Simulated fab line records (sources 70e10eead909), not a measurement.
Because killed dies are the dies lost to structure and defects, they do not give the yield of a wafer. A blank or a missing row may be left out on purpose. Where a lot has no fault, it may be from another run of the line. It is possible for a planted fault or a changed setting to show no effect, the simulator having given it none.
Which of the tools did it? || flow nand-harc || 66 wafers sampled from 22 lots at 1 step of a route of 1159

WHAT THE GAUGES SHOWED, per wafer
NHARC_A_CONTACT_OVL_MEAS_43.
{"lot": "L075", "measured": "day 16 05:31", "on": "overlay-02", "overlay-x-nm (nm)": "-0.9 -1.0 -0.6", "overlay-y-nm (nm)": "1.0 1.0 0.4"}
{"lot": "L074", "measured": "day 16 06:37", "on": "overlay-02", "overlay-x-nm (nm)": "-0.8 -1.0 -0.8", "overlay-y-nm (nm)": "0.1 -0.1 0.5"}
{"lot": "L077", "measured": "day 16 11:34", "on": "overlay-01", "overlay-x-nm (nm)": "-0.3 -0.3 0.0", "overlay-y-nm (nm)": "0.1 -0.5 -0.1"}
{"lot": "L076", "measured": "day 16 11:55", "on": "overlay-01", "overlay-x-nm (nm)": "-0.3 -0.3 -0.1", "overlay-y-nm (nm)": "1.4 1.0 1.0"}
{"lot": "L079", "measured": "day 17 04:16", "on": "overlay-02", "overlay-x-nm (nm)": "-0.4 -0.3 -0.4", "overlay-y-nm (nm)": "0.1 -0.2 -0.3"}
{"lot": "L078", "measured": "day 17 04:32", "on": "overlay-01", "overlay-x-nm (nm)": "1.2 1.5 1.8", "overlay-y-nm (nm)": "1.0 0.6 0.2"}
{"lot": "L081", "measured": "day 18 04:51", "on": "overlay-01", "overlay-x-nm (nm)": "-0.4 0.0 -0.4", "overlay-y-nm (nm)": "0.4 0.0 0.4"}
{"lot": "L085", "measured": "day 18 19:28", "on": "overlay-01", "overlay-x-nm (nm)": "1.0 1.4 0.6", "overlay-y-nm (nm)": "0.8 0.1 0.3"}
{"lot": "L084", "measured": "day 19 01:24", "on": "overlay-01", "overlay-x-nm (nm)": "-0.3 -0.3 -0.2", "overlay-y-nm (nm)": "0.6 0.8 0.9"}
{"lot": "L082", "measured": "day 19 02:16", "on": "overlay-02", "overlay-x-nm (nm)": "0.1 0.1 -0.2", "overlay-y-nm (nm)": "0.3 0.0 -0.1"}
{"lot": "L083", "measured": "day 19 07:19", "on": "overlay-02", "overlay-x-nm (nm)": "-0.4 -1.2 -0.3", "overlay-y-nm (nm)": "2.1 1.9 2.1"}
{"lot": "L087", "measured": "day 19 14:35", "on": "overlay-02", "overlay-x-nm (nm)": "-1.1 -0.7 -0.3", "overlay-y-nm (nm)": "0.5 1.0 0.8"}
{"lot": "L086", "measured": "day 19 19:54", "on": "overlay-01", "overlay-x-nm (nm)": "-1.0 -0.5 -0.9", "overlay-y-nm (nm)": "0.4 0.6 0.6"}
{"lot": "L089", "measured": "day 19 20:21", "on": "overlay-01", "overlay-x-nm (nm)": "0.5 0.2 -0.3", "overlay-y-nm (nm)": "-0.1 -0.6 -0.4"}
{"lot": "L090", "measured": "day 20 06:14", "on": "overlay-01", "overlay-x-nm (nm)": "0.0 0.5 0.0", "overlay-y-nm (nm)": "1.6 1.1 1.9"}
{"lot": "L092", "measured": "day 20 08:59", "on": "overlay-02", "overlay-x-nm (nm)": "0.0 0.3 0.1", "overlay-y-nm (nm)": "-2.1 -2.7 -2.2"}
{"lot": "L091", "measured": "day 20 10:22", "on": "overlay-01", "overlay-x-nm (nm)": "0.6 0.0 0.5", "overlay-y-nm (nm)": "-1.8 -1.6 -1.5"}
{"lot": "L094", "measured": "day 20 21:42", "on": "overlay-02", "overlay-x-nm (nm)": "-1.3 -0.8 -0.6", "overlay-y-nm (nm)": "-0.5 -1.1 -1.1"}
{"lot": "L093", "measured": "day 21 03:07", "on": "overlay-02", "overlay-x-nm (nm)": "0.6 -0.1 0.7", "overlay-y-nm (nm)": "0.6 0.1 0.6"}
{"lot": "L096", "measured": "day 21 16:55", "on": "overlay-01", "overlay-x-nm (nm)": "-0.6 0.1 0.5", "overlay-y-nm (nm)": "-1.1 -1.2 -1.1"}
{"lot": "L095", "measured": "day 21 19:03", "on": "overlay-02", "overlay-x-nm (nm)": "0.2 -0.6 0.4", "overlay-y-nm (nm)": "-1.9 -2.3 -2.1"}
{"lot": "L097", "measured": "day 22 05:48", "on": "overlay-02", "overlay-x-nm (nm)": "-1.5 -1.4 -1.2", "overlay-y-nm (nm)": "-0.4 0.4 0.0"}

WHAT TOOL EACH LOT RAN ON (gives the tool, then ch and the chambers of the sampled wafers, and finally the start)
Record: no process step prior to these readings.

AS READ BY THE TOOLS THEMSELVES (means over the sampled wafers that have a number; for cases with no such wafer, the mark the record gives instead)
The record holds no such reading with a usual standard deviation.

THE ANSWER, worked out from the rows above alone
Rule: what is usual is taken from the lots themselves. The widest of any qualifying gaps counts: lots, ordered by their means at a reading, are off when they make up no more than a third of the lots, leave a main group of 4 or more, and stand apart from it by 3 or more times the standard deviation of that group's means. A main group whose means are all the same, to the digits that the tables above print for the reading, isn't used. Also off: a lot with no number at a reading for which 4 or more lots have one. Any other lot the step has rows for is counted as sound. After the gauges, taken in route order, come the tools' own readings; for these a lot's mean is taken, as printed above. At the first step where some lot is off, the reading lying furthest off is the one used; lots without a number count as furthest.
Across all readings shown, no lot is off: no conclusion can be drawn from this.

WHAT WAS PUT IN BY THE SIMULATOR
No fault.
